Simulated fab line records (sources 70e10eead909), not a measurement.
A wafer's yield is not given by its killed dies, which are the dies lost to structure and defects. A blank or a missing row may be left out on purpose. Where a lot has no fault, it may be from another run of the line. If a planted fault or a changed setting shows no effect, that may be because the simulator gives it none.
Matching of chambers -- flow nand-harc -- 4 sister chambers for NHARC_P_BONDPAD_DESCUM_11 on rie-diel-10
The step chemistry O2, time 3 s. 27 wafers are shown with their chamber, then 12 later ones without.

WAFERS, EACH WITH ITS CHAMBER
wafer,chamber,showerhead-plenum-p-Torr (Torr),drypump-motor-current-A (A),oes-product-au (a.u.)
L074.1,1,1.93,5.6,1.007
L074.2,2,1.88,5.0,0.991
L074.6,2,1.88,4.9,0.991
L075.2,3,1.95,5.4,0.995
L075.4,1,1.93,5.7,1.000
L075.5,2,1.88,5.0,0.990
L077.2,1,1.93,5.6,0.996
L077.4,2,1.88,5.0,0.991
L077.6,2,1.88,5.0,1.000
L078.1,3,1.95,5.4,0.996
L078.2,0,1.81,5.7,1.022
L078.4,2,1.88,5.0,0.981
L079.1,0,1.81,5.7,1.033
L079.3,1,1.93,5.6,1.002
L079.6,0,1.81,5.7,1.028
L084.1,0,1.80,5.7,0.991
L084.2,3,1.94,5.5,0.996
L084.6,0,1.80,5.7,0.995
L083.2,1,1.93,5.6,0.986
L083.3,3,1.94,5.4,0.995
L083.4,2,1.87,5.0,1.006
L085.1,0,1.80,5.7,1.004
L085.5,2,1.87,4.9,1.010
L085.6,1,1.93,5.6,0.992
L087.2,0,1.80,5.7,1.024
L087.3,2,1.87,5.0,1.008
L087.4,2,1.87,5.0,1.008

SIGNATURES (means of the wafers above)
reading,chamber 0,chamber 1,chamber 2,chamber 3,scatter within a chamber
showerhead-plenum-p-Torr,1.8043,1.9300,1.8760,1.9450,0.00472
drypump-motor-current-A,5.700,5.617,4.980,5.425,0.0372
oes-product-au,1.01386,0.99717,0.99760,0.99550,0.0112
Rule: for a wafer and a chamber, the distance is found by dividing, reading by reading, the gap between the wafer's reading and the chamber's mean by the reading's scatter, squaring, summing and taking the root. The wafer belongs to the nearest chamber; if the next one is less than 2 further off, it can't be placed. The scatter is the square root of a quotient: the sum, over the shown wafers, of each reading's squared deviation from its chamber's mean, divided by wafers minus chambers.

WAFERS WITH NO CHAMBER GIVEN
wafer,showerhead-plenum-p-Torr (Torr),drypump-motor-current-A (A),oes-product-au (a.u.)
L088.1,1.87,5.0,1.007
L088.3,1.93,5.6,0.981
L088.4,1.94,5.4,0.992
L094.1,1.94,5.4,0.994
L094.3,1.87,5.0,1.000
L094.5,1.94,5.4,0.992
L095.1,1.80,5.7,1.010
L095.4,1.87,5.0,0.992
L095.6,1.93,5.6,0.997
L097.2,1.94,5.4,1.004
L097.4,1.93,5.6,0.988
L097.5,1.93,5.6,0.979

WHICH CHAMBER EACH WENT THROUGH
wafer,from the rows above,in truth
L088.1,2,2
L088.3,1,1
L088.4,3,3
L094.1,3,3
L094.3,2,2
L094.5,3,3
L095.1,0,0
L095.4,2,2
L095.6,1,1
L097.2,3,3
L097.4,1,1
L097.5,1,1
Correctly placed: 12 of 12. Not placeable from these rows: 0. 0 placed wrongly.
